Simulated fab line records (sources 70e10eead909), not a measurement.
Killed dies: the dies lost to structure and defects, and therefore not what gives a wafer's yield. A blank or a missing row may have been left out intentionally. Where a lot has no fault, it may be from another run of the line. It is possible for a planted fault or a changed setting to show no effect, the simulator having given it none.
Shared-tool check :: flow nandHarc :: 13 lots, 45 wafers sampled

REASON FOR OPENING
On 2 of the 13 lots, a flag is raised at NHARC_A_ONON_D2_THK_MEAS_05 on the reading thkNm. Fault-free wafers read 1000 nm, with a standard deviation of 9.5.
Rule: a lot is flagged when every wafer of it that has a number lies more than 4 standard deviations from that mean, or none has a number. The rest of the lots are taken to be sound.

lot: L683
measured: day 13 14:38
on: filmMetro-01
thkNm (nm), wafer by wafer: 998 996 998
flag: 

lot: L682
measured: day 13 14:40
on: filmMetro-02
thkNm (nm), wafer by wafer: 1003 1003 1003
flag: 

lot: L686
measured: day 15 11:41
on: filmMetro-02
thkNm (nm), wafer by wafer: 987 986 987
flag: 

lot: L688
measured: day 16 06:57
on: filmMetro-02
thkNm (nm), wafer by wafer: 1006 1006 1007
flag: 

lot: L690
measured: day 16 17:25
on: filmMetro-01
thkNm (nm), wafer by wafer: 1007 1006 1005
flag: 

lot: L692
measured: day 17 11:20
on: filmMetro-02
thkNm (nm), wafer by wafer: 1002 1001 1004
flag: 

lot: L693
measured: day 17 11:21
on: filmMetro-01
thkNm (nm), wafer by wafer: 498 498 498 500 498 500
flag: FLAGGED

lot: L694
measured: day 18 06:11
on: filmMetro-02
thkNm (nm), wafer by wafer: 510 508 509 509 508 509
flag: FLAGGED

lot: L698
measured: day 20 14:51
on: filmMetro-02
thkNm (nm), wafer by wafer: 992 992 993
flag: 

lot: L700
measured: day 20 15:00
on: filmMetro-01
thkNm (nm), wafer by wafer: 1015 1014 1016
flag: 

lot: L701
measured: day 21 19:49
on: filmMetro-02
thkNm (nm), wafer by wafer: 1010 1008 1011
flag: 

lot: L702
measured: day 21 20:10
on: filmMetro-02
thkNm (nm), wafer by wafer: 997 998 999
flag: 

lot: L703
measured: day 22 06:46
on: filmMetro-02
thkNm (nm), wafer by wafer: 1001 1001 1000
flag: 
The numbers of the flagged lots are 504 nm on average: -496 nm against the usual, or -52 standard deviations.

EACH LOT AND THE TOOL IT RAN ON
2 process steps preceding the reading are held in the record, out of 1302 steps in the route. Cell contents, in order: the tool; ch with the chambers the sampled wafers went through; the start.
lot: L683
flag: 
NHARC_A_DECK1_JOINT_CMP_13: cmp-04 ch 0,1,3, day 12 15:25
NHARC_A_ONON_D2_DEP_03: pecvdOnon-02 ch 0, day 13 14:08

lot: L682
flag: 
NHARC_A_DECK1_JOINT_CMP_13: cmp-04 ch 1,2,3, day 12 11:26
NHARC_A_ONON_D2_DEP_03: pecvdOnon-01 ch 0, day 13 14:09

lot: L686
flag: 
NHARC_A_DECK1_JOINT_CMP_13: cmp-04 ch 0,1,3, day 14 03:34
NHARC_A_ONON_D2_DEP_03: pecvdOnon-02 ch 0, day 15 11:10

lot: L688
flag: 
NHARC_A_DECK1_JOINT_CMP_13: cmp-03 ch 0,1,2, day 15 03:22
NHARC_A_ONON_D2_DEP_03: pecvdOnon-01 ch 0, day 16 06:25

lot: L690
flag: 
NHARC_A_DECK1_JOINT_CMP_13: cmp-03 ch 0,2, day 15 13:47
NHARC_A_ONON_D2_DEP_03: pecvdOnon-04 ch 0, day 16 16:54

lot: L692
flag: 
NHARC_A_DECK1_JOINT_CMP_13: cmp-03 ch 0,2,3, day 16 13:22
NHARC_A_ONON_D2_DEP_03: pecvdOnon-01 ch 0, day 17 10:50

lot: L693
flag: FLAGGED
NHARC_A_DECK1_JOINT_CMP_13: cmp-01 ch 2,3, day 16 13:22
NHARC_A_ONON_D2_DEP_03: pecvdOnon-02 ch 0, day 17 10:50

lot: L694
flag: FLAGGED
NHARC_A_DECK1_JOINT_CMP_13: cmp-03 ch 0,2,3, day 17 08:15
NHARC_A_ONON_D2_DEP_03: pecvdOnon-02 ch 0, day 18 05:44

lot: L698
flag: 
NHARC_A_DECK1_JOINT_CMP_13: cmp-04 ch 0,2,3, day 19 11:51
NHARC_A_ONON_D2_DEP_03: pecvdOnon-02 ch 0, day 20 14:27

lot: L700
flag: 
NHARC_A_DECK1_JOINT_CMP_13: cmp-04 ch 1,2, day 19 15:45
NHARC_A_ONON_D2_DEP_03: pecvdOnon-04 ch 0, day 20 14:36

lot: L701
flag: 
NHARC_A_DECK1_JOINT_CMP_13: cmp-04 ch 0,1,2, day 20 11:23
NHARC_A_ONON_D2_DEP_03: pecvdOnon-02 ch 0, day 21 19:18

lot: L702
flag: 
NHARC_A_DECK1_JOINT_CMP_13: cmp-01 ch 0,2,3, day 20 18:56
NHARC_A_ONON_D2_DEP_03: pecvdOnon-01 ch 0, day 21 19:43

lot: L703
flag: 
NHARC_A_DECK1_JOINT_CMP_13: cmp-04 ch 2,3, day 21 03:51
NHARC_A_ONON_D2_DEP_03: pecvdOnon-01 ch 0, day 22 06:26
What is done by these steps:
- NHARC_A_DECK1_JOINT_CMP_13: polishes, target thk 51.023 nm.
- NHARC_A_ONON_D2_DEP_03: target thk 1000 nm.
- NHARC_A_ONON_D2_THK_MEAS_05: measures by ellipsometry.

FLAGGED OVER TOTAL, TOOL BY TOOL (the gauges that took the reading come last)
step: NHARC_A_DECK1_JOINT_CMP_13
tool: cmp-01
lots run: 2
flagged: 1
share of the flagged lots: some
sound lots run after its first flagged lot: 1 (L702)

step: NHARC_A_DECK1_JOINT_CMP_13
tool: cmp-03
lots run: 4
flagged: 1
share of the flagged lots: some
sound lots run after its first flagged lot: 0

step: NHARC_A_DECK1_JOINT_CMP_13
tool: cmp-04
lots run: 7
flagged: 0
share of the flagged lots: none
sound lots run after its first flagged lot: -

step: NHARC_A_ONON_D2_DEP_03
tool: pecvdOnon-01
lots run: 5
flagged: 0
share of the flagged lots: none
sound lots run after its first flagged lot: -

step: NHARC_A_ONON_D2_DEP_03
tool: pecvdOnon-02
lots run: 6
flagged: 2
share of the flagged lots: all
sound lots run after its first flagged lot: 2 (L698,L701)

step: NHARC_A_ONON_D2_DEP_03
tool: pecvdOnon-04
lots run: 2
flagged: 0
share of the flagged lots: none
sound lots run after its first flagged lot: -

step: NHARC_A_ONON_D2_THK_MEAS_05
tool: filmMetro-01
lots run: 4
flagged: 1
share of the flagged lots: some
sound lots run after its first flagged lot: 1 (L700)

step: NHARC_A_ONON_D2_THK_MEAS_05
tool: filmMetro-02
lots run: 9
flagged: 1
share of the flagged lots: some
sound lots run after its first flagged lot: 4 (L698,L701,L702,L703)

WHAT THE TABLE PERMITS
1 row of the table ran every flagged lot: pecvdOnon-02 at NHARC_A_ONON_D2_DEP_03.
- pecvdOnon-02 at NHARC_A_ONON_D2_DEP_03 ran 6 lots, 2 of them flagged. After the first flagged lot (L698, L701), sound lots still ran on it; a lasting fault on the whole tool would not permit that.
There is no row in the table that ran each flagged lot and no sound lot after the first.

WHAT WAS PUT IN BY THE SIMULATOR
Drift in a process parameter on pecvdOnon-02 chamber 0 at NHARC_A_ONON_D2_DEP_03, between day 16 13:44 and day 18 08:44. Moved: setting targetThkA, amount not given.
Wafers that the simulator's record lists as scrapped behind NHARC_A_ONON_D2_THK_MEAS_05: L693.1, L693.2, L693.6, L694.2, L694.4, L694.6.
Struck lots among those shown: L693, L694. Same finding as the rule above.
